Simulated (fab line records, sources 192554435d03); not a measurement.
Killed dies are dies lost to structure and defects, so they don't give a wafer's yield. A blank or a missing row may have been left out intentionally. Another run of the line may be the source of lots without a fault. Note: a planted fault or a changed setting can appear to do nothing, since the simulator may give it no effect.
Matching of chambers + flow n5Finfet + cvdCo-01 running N5_BEOL_M8_CVD_78: 3 sister chambers
The step deposits Co from CCTBA/H2, target thk 2 nm, time 142.3 s. 14 wafers are shown with their chamber, then 7 later ones without.

== EACH WAFER AND ITS CHAMBER ==
| wafer  | chamber | runLengthS (s) |
|--------|---------|----------------|
| L419.1 | 0       | 165.1          |
| L419.5 | 0       | 164.7          |
| L419.6 | 1       | 165.8          |
| L421.2 | 0       | 165.2          |
| L422.5 | 2       | 164.4          |
| L422.6 | 1       | 165.7          |
| L433.1 | 1       | 166.0          |
| L433.4 | 1       | 165.9          |
| L433.5 | 0       | 164.8          |
| L432.3 | 1       | 165.8          |
| L432.5 | 1       | 166.0          |
| L432.6 | 2       | 164.6          |
| L436.1 | 2       | 164.9          |
| L436.3 | 1       | 166.1          |

SIGNATURES (averages over the wafers above)
| reading    | chamber 0 | chamber 1 | chamber 2 | scatter within a chamber |
|------------|-----------|-----------|-----------|--------------------------|
| runLengthS | 164.950   | 165.900   | 164.633   | 0.195                    |
Rule: for each reading, subtract the chamber's mean from the wafer's reading, divide by that reading's scatter and square the result; add these up over the readings and take the root, which gives the wafer's distance from the chamber. The wafer belongs to the nearest chamber; if the next one is less than 2 further off, it can't be placed. The scatter: the root of (the sum of the squares of (reading less its chamber's mean) over the shown wafers, divided by (wafers less chambers)).

== WAFERS WITHOUT THEIR CHAMBER ==
| wafer  | runLengthS (s) |
|--------|----------------|
| L436.4 | 166.4          |
| L438.1 | 165.7          |
| L438.4 | 164.8          |
| L438.6 | 166.0          |
| L437.1 | 164.4          |
| L437.4 | 164.9          |
| L437.6 | 166.0          |

== WHICH CHAMBER EACH ONE RAN IN ==
| wafer  | from the rows above     | in truth |
|--------|-------------------------|----------|
| L436.4 | 1                       | 1        |
| L438.1 | 1                       | 1        |
| L438.4 | can't be placed: 0 or 2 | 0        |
| L438.6 | 1                       | 1        |
| L437.1 | can't be placed: 2 or 0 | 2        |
| L437.4 | can't be placed: 0 or 2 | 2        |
| L437.6 | 1                       | 1        |
Placed correctly: 4 of 7. Can't be placed from these rows: 3 (the true chamber is among the candidates in 3). 0 placed wrongly.
